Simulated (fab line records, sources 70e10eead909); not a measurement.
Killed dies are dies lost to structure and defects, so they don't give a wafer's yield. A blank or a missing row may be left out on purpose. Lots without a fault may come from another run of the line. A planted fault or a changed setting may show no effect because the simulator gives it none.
Which tool did it? | flow nand_harc | 24 lots, 72 wafers sampled, at 2 steps of a route of 1159

WHAT THE GAUGES READ, wafer by wafer
NHARC_P_BONDPAD_OVL_MEAS_38.
lot  | measured     | on         | overlay_x_nm (nm) | overlay_y_nm (nm)
L074 | day 5 23:02  | overlay-02 | -8 -8 -7          | -4 -4 -5
L075 | day 6 20:53  | overlay-02 | -3 -3 -3          | 8 7 7
L076 | day 6 22:09  | overlay-01 | -8 -7 -7          | -4 -4 -3
L077 | day 7 00:34  | overlay-02 | 0 0 0             | -11 -10 -10
L078 | day 7 06:24  | overlay-01 | 3 3 3             | 8 7 8
L079 | day 7 13:31  | overlay-01 | -4 -4 -3          | 3 3 2
L080 | day 8 03:35  | overlay-02 | 1 1 2             | 0 0 0
L082 | day 8 04:42  | overlay-01 | -1 -2 -2          | 7 7 7
L081 | day 8 06:31  | overlay-01 | 17 16 17          | -2 -1 -2
L084 | day 8 13:37  | overlay-01 | 1 1 1             | -2 -2 -3
L083 | day 8 14:38  | overlay-02 | 5 4 4             | -4 -5 -4
L085 | day 9 16:12  | overlay-01 | 2 2 2             | 12 12 12
L088 | day 9 17:19  | overlay-02 | 4 4 4             | 4 4 5
L086 | day 9 17:57  | overlay-02 | 4 5 5             | -1 -1 -1
L087 | day 10 06:41 | overlay-01 | -2 -2 -1          | 5 5 5
L090 | day 10 15:22 | overlay-01 | -5 -5 -5          | 10 10 10
L089 | day 10 17:16 | overlay-01 | 10 10 10          | 8 8 8
L091 | day 10 19:30 | overlay-01 | 11 11 12          | -9 -8 -8
L092 | day 10 20:26 | overlay-01 | -5 -5 -5          | 3 3 4
L094 | day 11 05:56 | overlay-01 | -1 -1 -1          | -12 -11 -11
L093 | day 11 10:36 | overlay-02 | 3 3 3             | -14 -14 -14
L095 | day 11 15:30 | overlay-01 | 5 4 5             | -4 -5 -4
L096 | day 11 17:38 | overlay-02 | 5 5 5             | -5 -4 -5
L097 | day 12 11:11 | overlay-02 | -6 -6 -7          | -3 -4 -3

WHICH TOOL RAN EACH LOT (tool, then ch and the chambers of the sampled wafers, then the start)
lot  | NHARC_P_M1_ANNEAL_31
L074 | rtp_anneal-02 ch 0, day 5 16:02
L075 | rtp_anneal-01 ch 0, day 6 13:50
L076 | rtp_anneal-01 ch 0, day 6 15:02
L077 | rtp_anneal-01 ch 0, day 6 17:46
L078 | rtp_anneal-02 ch 0, day 6 23:24
L079 | rtp_anneal-01 ch 0, day 7 07:04
L080 | rtp_anneal-02 ch 0, day 7 20:41
L082 | rtp_anneal-02 ch 0, day 7 21:52
L081 | rtp_anneal-02 ch 0, day 7 23:01
L084 | rtp_anneal-02 ch 0, day 8 06:50
L083 | rtp_anneal-01 ch 0, day 8 07:37
L085 | rtp_anneal-01 ch 0, day 9 09:04
L088 | rtp_anneal-01 ch 0, day 9 10:10
L086 | rtp_anneal-01 ch 0, day 9 10:28
L087 | rtp_anneal-02 ch 0, day 9 23:46
L090 | rtp_anneal-02 ch 0, day 10 07:05
L089 | rtp_anneal-02 ch 0, day 10 10:24
L091 | rtp_anneal-01 ch 0, day 10 11:20
L092 | rtp_anneal-01 ch 0, day 10 13:02
L094 | rtp_anneal-02 ch 0, day 10 23:03
L093 | rtp_anneal-02 ch 0, day 11 03:46
L095 | rtp_anneal-01 ch 0, day 11 08:44
L096 | rtp_anneal-01 ch 0, day 11 10:53
L097 | rtp_anneal-02 ch 0, day 12 03:55
- NHARC_P_M1_ANNEAL_31: time 90 s.

WHAT THE TOOLS THEMSELVES READ (means of the sampled wafers that have a number; where no wafer has one, the mark that the record gives instead)
NHARC_P_M1_ANNEAL_31.
lot  | tool          | wafer_temp_C_max
L074 | rtp_anneal-02 | 226.8
L075 | rtp_anneal-01 | 225.9
L076 | rtp_anneal-01 | 226.0
L077 | rtp_anneal-01 | 226.1
L078 | rtp_anneal-02 | 226.3
L079 | rtp_anneal-01 | 226.0
L080 | rtp_anneal-02 | 226.6
L082 | rtp_anneal-02 | 226.6
L081 | rtp_anneal-02 | 226.5
L084 | rtp_anneal-02 | 226.7
L083 | rtp_anneal-01 | 225.8
L085 | rtp_anneal-01 | 225.9
L088 | rtp_anneal-01 | 226.1
L086 | rtp_anneal-01 | 226.1
L087 | rtp_anneal-02 | 226.2
L090 | rtp_anneal-02 | 227.0
L089 | rtp_anneal-02 | 227.0
L091 | rtp_anneal-01 | 226.0
L092 | rtp_anneal-01 | 225.9
L094 | rtp_anneal-02 | 226.6
L093 | rtp_anneal-02 | 226.7
L095 | rtp_anneal-01 | 226.1
L096 | rtp_anneal-01 | 225.8
L097 | rtp_anneal-02 | 226.6

THE ANSWER, worked out from the rows above alone
Rule: what is usual is taken from the lots themselves. Put in order of their means at a reading, lots are off if they are a third of the lots or fewer, leave a main group of 4 or more, and stand apart from it by a gap of 3 or more times the standard deviation of the main group's means; of several such gaps the widest counts. A main group whose means are all the same, to the digits that the tables above print for the reading, isn't used. A lot without any number at a reading at which 4 lots or more have one is off too. The other lots that the step has rows for count as sound. The gauges are gone through in route order, then the tools' own readings, and for those a lot's mean is taken as printed above. The first step at which some lot is off is used, and at that step the reading that is off furthest; a lot without a number counts as furthest.
No lot is off at any reading shown: from this, nothing can be told.

WHAT THE SIMULATOR HAD PUT IN
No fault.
